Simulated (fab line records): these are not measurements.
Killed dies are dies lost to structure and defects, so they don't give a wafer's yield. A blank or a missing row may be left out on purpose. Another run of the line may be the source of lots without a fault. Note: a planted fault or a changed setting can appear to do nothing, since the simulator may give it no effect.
Chamber matching | flow nand-harc | 4 sister chambers for NHARC_A_M0_CMP_23 on cmp-04
The step polishes, t overpolish 20 s, target thk 113.75 nm. 18 wafers are shown with their chamber, then 9 later ones without.

## WAFERS PAIRED WITH THEIR CHAMBERS
wafer  | chamber | motor-current-A (A) | time-to-endpoint-s (s)
L468.1 | 3       | 12.5                | 24.1
L468.3 | 2       | 11.5                | 28.1
L468.5 | 2       | 11.3                | 27.0
L470.2 | 1       | 12.4                | 29.7
L470.4 | 2       | 11.7                | 28.1
L470.5 | 3       | 12.9                | 28.7
L473.1 | 1       | 12.6                | 26.8
L473.4 | 3       | 12.8                | 26.5
L473.5 | 0       | 12.9                | 28.8
L474.2 | 2       | 11.3                | 31.4
L474.4 | 0       | 12.9                | 25.2
L474.6 | 0       | 12.8                | 29.0
L475.1 | 2       | 11.7                | 29.6
L475.4 | 0       | 12.3                | 27.7
L475.6 | 3       | 12.2                | 27.6
L482.3 | 0       | 13.4                | 28.0
L482.4 | 3       | 12.5                | 26.2
L482.6 | 1       | 11.9                | 27.4

SIGNATURES (means of the wafers above)
reading            | chamber 0 | chamber 1 | chamber 2 | chamber 3 | scatter within a chamber
motor-current-A    | 12.860    | 12.300    | 11.500    | 12.580    | 0.309
time-to-endpoint-s | 27.740    | 27.967    | 28.840    | 26.620    | 1.63
Rule: for a wafer and a chamber, the distance is found by dividing, reading by reading, the gap between the wafer's reading and the chamber's mean by the reading's scatter, squaring, summing and taking the root. The wafer belongs to the nearest chamber; if the next one is less than 2 further off, it can't be placed. The scatter: take each reading less its chamber's mean, square it, sum over the shown wafers, divide by the number of wafers less the number of chambers, and take the root.

## WAFERS WITH NO CHAMBER GIVEN
wafer  | motor-current-A (A) | time-to-endpoint-s (s)
L485.1 | 11.8                | 26.0
L485.3 | 13.4                | 26.1
L485.4 | 12.0                | 26.2
L489.1 | 12.2                | 24.9
L489.3 | 13.2                | 21.1
L489.5 | 12.4                | 25.8
L490.1 | 12.7                | 26.1
L490.2 | 11.9                | 27.8
L490.5 | 10.6                | 29.4

## EACH ONE'S CHAMBER
wafer  | from the rows above               | in truth
L485.1 | can't be placed: 2 or 1 or 3 or 0 | 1
L485.3 | can't be placed: 0 or 3 or 1      | 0
L485.4 | can't be placed: 1 or 3 or 2 or 0 | 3
L489.1 | can't be placed: 3 or 1 or 0 or 2 | 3
L489.3 | can't be placed: 3 or 0 or 1      | 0
L489.5 | can't be placed: 3 or 1 or 0      | 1
L490.1 | can't be placed: 3 or 0 or 1      | 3
L490.2 | can't be placed: 1 or 2 or 3 or 0 | 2
L490.5 | 2                                 | 2
Placed correctly: 1 of 9. These rows do not allow placing 8 (true chamber among the candidates in 8). Placed wrongly: 0.
